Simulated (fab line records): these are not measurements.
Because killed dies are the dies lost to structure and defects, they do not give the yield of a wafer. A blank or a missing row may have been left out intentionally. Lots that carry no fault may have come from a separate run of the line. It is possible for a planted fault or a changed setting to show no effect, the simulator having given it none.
The tool behind it: which one? | flow n5-finfet | 27 wafers from 9 lots sampled at 6 of the route's 1938 steps

== WHAT EACH GAUGE READ, for each wafer ==
N5_BEOL_M3_CD_MEAS_35: target cd 18 nm, target cd y 21 nm. Usual: cd-nm at 17.9 nm, with a standard deviation of 0.38.
lot  | measured     | on        | cd-nm (nm)     | flag
L114 | day 8 10:08  | cd-sem-01 | 18.1 18.0 18.3 |
L118 | day 9 12:16  | cd-sem-02 | 17.5 17.3 17.5 |
L120 | day 9 20:29  | cd-sem-01 | 18.3 18.0 18.3 |
L126 | day 11 06:06 | cd-sem-02 | 17.8 18.2 17.9 |
L127 | day 11 09:52 | cd-sem-01 | 18.0 18.4 17.6 |
L129 | day 12 19:08 | cd-sem-01 | 18.2 17.2 17.9 |
L133 | day 12 22:44 | cd-sem-03 | 18.2 17.5 17.6 |
L131 | day 13 01:03 | cd-sem-01 | 17.9 17.5 19.0 |
L132 | day 13 04:16 | cd-sem-03 | 17.1 17.6 17.5 |

N5_BEOL_M4_RC_MEAS_101. Usual: DIBL_N 37.0 mV/V, standard deviation 1.7; DIBL_P 36.7 mV/V, standard deviation 2; IOFF_N 0.17 nA/um, standard deviation 0.035; IOFF_P 0.22 nA/um, standard deviation 0.035; ION_N 672 uA/um, standard deviation 12; ION_P 461 uA/um, standard deviation 7.5; SS_N 71.6 mV/dec, standard deviation 0.67; SS_P 73.4 mV/dec, standard deviation 0.64; VT_N 250 mV, standard deviation 3.5; VT_P -250 mV, standard deviation 3.5.
lot  | measured     | on        | DIBL_N (mV/V)  | DIBL_P (mV/V)  | IOFF_N (nA/um) | IOFF_P (nA/um) | ION_N (uA/um) | ION_P (uA/um) | SS_N (mV/dec)  | SS_P (mV/dec)  | VT_N (mV)   | VT_P (mV)      | flag
L114 | day 9 00:58  | prober-01 | 37.8 36.9 35.3 | 36.6 35.6 33.9 | 0.17 0.15 0.12 | 0.21 0.19 0.18 | 675 657 650   | 459 451 447   | 71.3 71.4 70.9 | 73.5 73.4 72.8 | 247 247 252 | -249 -249 -250 |
L118 | day 10 00:00 | prober-02 | 38.4 38.6 42.0 | 38.6 38.4 41.3 | 0.21 0.21 0.31 | 0.24 0.25 0.29 | 705 695 695   | 469 471 463   | 72.5 72.0 73.7 | 73.6 73.5 75.1 | 246 244 243 | -246 -246 -246 |
L120 | day 10 10:58 | prober-02 | 34.3 36.5 35.7 | 35.1 36.9 35.4 | 0.13 0.17 0.15 | 0.18 0.20 0.18 | 666 675 666   | 454 460 454   | 70.0 71.4 71.4 | 72.4 74.1 73.5 | 252 249 253 | -253 -253 -255 |
L133 | day 13 12:05 | prober-02 | 37.0 35.9 39.1 | 35.8 34.6 38.2 | 0.15 0.13 0.19 | 0.21 0.19 0.25 | 680 658 690   | 467 460 470   | 71.1 70.7 72.1 | 73.7 72.8 73.5 | 250 251 246 | -247 -250 -248 |
L131 | day 13 14:22 | prober-02 | 36.6 39.4 38.0 | 36.8 40.1 38.7 | 0.13 0.18 0.15 | 0.17 0.21 0.19 | 658 662 664   | 447 452 454   | 71.6 72.6 71.6 | 73.4 73.8 74.3 | 256 249 253 | -257 -251 -254 |
L132 | day 14 10:43 | prober-02 | 35.5 36.0 35.8 | 34.4 35.2 34.2 | 0.15 0.16 0.14 | 0.20 0.22 0.20 | 675 678 664   | 467 466 461   | 72.0 71.8 71.2 | 73.6 73.5 73.1 | 250 246 251 | -250 -249 -252 |

== WHAT TOOL EACH LOT RAN ON (gives the tool, then ch and the chambers of the sampled wafers, and finally the start) ==
lot  | N5_BEOL_M3_ETCH_41                            | N5_BEOL_M3_CVD_47                | N5_BEOL_M3_SPUTTER_79        | N5_BEOL_M3_CMP_52
L114 | rie-diel-06 ch 0,3, day 8 10:08 or earlier    | cvd-co-02 ch 0,2, day 8 11:11    | pvd-sputter-03, day 8 11:37  | cmp-02 ch 0,1,2, day 8 13:41
L118 | rie-diel-04 ch 1,3, day 9 12:16 or earlier    | cvd-co-01 ch 0,2, day 9 12:56    | pvd-sputter-02, day 9 13:19  | cmp-01 ch 0,2, day 9 15:23
L120 | rie-diel-04 ch 0,3, day 9 20:29 or earlier    | cvd-co-01 ch 0,2, day 9 21:09    | pvd-sputter-03, day 9 21:50  | cmp-01 ch 0,1,2, day 9 23:56
L126 | rie-diel-04 ch 1,2,3, day 11 06:06 or earlier | cvd-co-02 ch 1,2, day 11 06:55   | pvd-sputter-03, day 11 07:25 | cmp-02 ch 0,1,2, day 11 09:29
L127 | rie-diel-04 ch 1,2,3, day 11 09:52 or earlier | cvd-co-02 ch 0,1,2, day 11 10:46 | pvd-sputter-01, day 11 11:20 | cmp-02 ch 1,2,3, day 11 13:31
L129 | rie-diel-06 ch 0,1, day 12 19:08 or earlier   | cvd-co-01 ch 0,1,2, day 12 19:34 | pvd-sputter-02, day 12 19:57 | cmp-01 ch 0,2, day 12 22:05
L133 | rie-diel-02 ch 1,3, day 12 22:44 or earlier   | cvd-co-02 ch 1,2, day 13 00:25   | pvd-sputter-02, day 13 00:56 | cmp-04 ch 0,3, day 13 03:08
L131 | rie-diel-02 ch 0,3, day 13 01:03 or earlier   | cvd-co-02 ch 0,1, day 13 01:49   | pvd-sputter-01, day 13 02:17 | cmp-01 ch 0,2, day 13 04:19
L132 | rie-diel-04 ch 0,1, day 13 04:16 or earlier   | cvd-co-02 ch 0,2, day 13 05:15   | pvd-sputter-02, day 13 05:41 | cmp-04 ch 2,3, day 13 07:44
- N5_BEOL_M3_ETCH_41: etches SiCN in CH3F/O2, target depth 29.9 nm, time 52.5 s.
- N5_BEOL_M3_CVD_47: deposits Co from CCTBA/H2, target thk 3 nm, time 223.8 s.
- N5_BEOL_M3_SPUTTER_79: material Cu, target thk 4.5 nm, time 8.29 s.
- N5_BEOL_M3_CMP_52: polishes, stops on SiOC, t overpolish 6.8 s, target thk 40 nm.

== WHAT THE TOOLS THEMSELVES READ (means of the sampled wafers that have a number; where no wafer has one, the mark that the record gives instead) ==
N5_BEOL_M3_ETCH_41. Usual: drypump-motor-current-A 5.6 A, standard deviation 0.34; mfc-ar-sccm 150.0 sccm, standard deviation 0.42; oes-product-au 0.77 a.u., standard deviation 0.07; rf-vpp-V 297.4 V, standard deviation 1.4; showerhead-plenum-p-Torr 2.00 Torr, standard deviation 0.057; throttle-valve-pct 16.28 %, standard deviation 0.18.
lot  | tool        | drypump-motor-current-A (A) | mfc-ar-sccm (sccm) | oes-product-au (a.u.) | rf-vpp-V (V) | showerhead-plenum-p-Torr (Torr) | throttle-valve-pct (%) | flag
L114 | rie-diel-06 | 5.2                         | 150.1              | 0.70                  | 297.3        | 2.02                            | 16.44                  |
L118 | rie-diel-04 | 5.7                         | 150.0              | 0.78                  | 296.6        | 1.97                            | 16.13                  |
L120 | rie-diel-04 | 5.7                         | 150.1              | 0.70                  | 298.1        | 2.00                            | 16.27                  |
L126 | rie-diel-04 | 5.8                         | 149.9              | 0.75                  | 297.6        | 2.02                            | 16.19                  |
L127 | rie-diel-04 | 5.7                         | 150.2              | 0.74                  | 298.0        | 2.02                            | 16.20                  |
L129 | rie-diel-06 | 5.2                         | 149.8              | 0.82                  | 296.9        | 2.01                            | 16.28                  |
L133 | rie-diel-02 | 5.5                         | 149.6              | 0.81                  | 298.2        | 2.02                            | 16.22                  |
L131 | rie-diel-02 | 5.3                         | 150.0              | 0.82                  | 297.7        | 2.01                            | 16.14                  |
L132 | rie-diel-04 | 5.9                         | 149.7              | 0.72                  | 297.1        | 1.95                            | 16.25                  |

N5_BEOL_M3_CVD_47. Usual: chamber-pressure-Torr 30.00 Torr, standard deviation 0.066; run-length-s 246.4 s, standard deviation 0.62.
lot  | tool      | chamber-pressure-Torr (Torr) | run-length-s (s) | flag
L114 | cvd-co-02 | 30.04                        | 246.3            |
L118 | cvd-co-01 | 29.95                        | 247.2            |
L120 | cvd-co-01 | 30.00                        | 247.1            |
L126 | cvd-co-02 | -                            | -                | OFF
L127 | cvd-co-02 | -                            | -                | OFF
L129 | cvd-co-01 | -                            | -                | OFF
L133 | cvd-co-02 | 29.93                        | 245.9            |
L131 | cvd-co-02 | 29.99                        | 246.2            |
L132 | cvd-co-02 | 30.01                        | 246.3            |

N5_BEOL_M3_SPUTTER_79. Usual: susceptor-temp-C -19.98 C, standard deviation 0.11; throttle-valve-pct 30.1 %, standard deviation 1.1.
lot  | tool           | susceptor-temp-C (C) | throttle-valve-pct (%) | flag
L114 | pvd-sputter-03 | -20.09               | 29.7                   |
L118 | pvd-sputter-02 | -20.03               | 31.1                   |
L120 | pvd-sputter-03 | -19.95               | 30.4                   |
L126 | pvd-sputter-03 | -19.99               | 30.7                   |
L127 | pvd-sputter-01 | -20.05               | 29.6                   |
L129 | pvd-sputter-02 | -20.02               | 31.3                   |
L133 | pvd-sputter-02 | -19.96               | 30.7                   |
L131 | pvd-sputter-01 | -20.02               | 29.9                   |
L132 | pvd-sputter-02 | -20.01               | 30.8                   |

N5_BEOL_M3_CMP_52. Usual: barrier-field-endpoint-s 24.6 s, standard deviation 0.59; edge-zone-pressure-frac 1.001, standard deviation 0.0052; motor-current-A 5.9 A, standard deviation 0.5.
lot  | tool   | barrier-field-endpoint-s (s) | edge-zone-pressure-frac | motor-current-A (A) | flag
L114 | cmp-02 | 25.0                         | 1.006                   | 6.1                 |
L118 | cmp-01 | 24.9                         | 1.000                   | 6.0                 |
L120 | cmp-01 | 24.6                         | 0.999                   | 6.3                 |
L126 | cmp-02 | 20.5                         | 1.000                   | 6.1                 | OFF
L127 | cmp-02 | 19.9                         | 0.996                   | 5.9                 | OFF
L129 | cmp-01 | 20.9                         | 0.996                   | 6.3                 | OFF
L133 | cmp-04 | 24.5                         | 1.002                   | 5.8                 |
L131 | cmp-01 | 24.5                         | 1.011                   | 6.2                 |
L132 | cmp-04 | 25.8                         | 1.007                   | 5.9                 |

== THE ANSWER, worked out from the rows above alone ==
Rule: a lot is off if the mean of its wafers that have a number lies more than 3 standard deviations from the usual mean. A lot without any number at a reading at which 4 lots or more have one is off too. Any other lot the step has rows for is counted as sound. After the gauges, taken in route order, come the tools' own readings; for these a lot's mean is taken, as printed above. At the first step where some lot is off, the reading lying furthest off is the one used; lots without a number count as furthest.
Off at N5_BEOL_M3_CVD_47 (chamber-pressure-Torr): L126, L127, L129. Without a number there: L126, L127, L129.
A tool fits if, at that step or a process step before it, it ran every lot that is off, and no sound lot after the first of them. N5_BEOL_M3_ETCH_41: start missing for some lots; hours and lot order therefore follow N5_BEOL_M3_CD_MEAS_35. Not one of the candidates tried fits.

== WHAT WAS PUT IN BY THE SIMULATOR ==
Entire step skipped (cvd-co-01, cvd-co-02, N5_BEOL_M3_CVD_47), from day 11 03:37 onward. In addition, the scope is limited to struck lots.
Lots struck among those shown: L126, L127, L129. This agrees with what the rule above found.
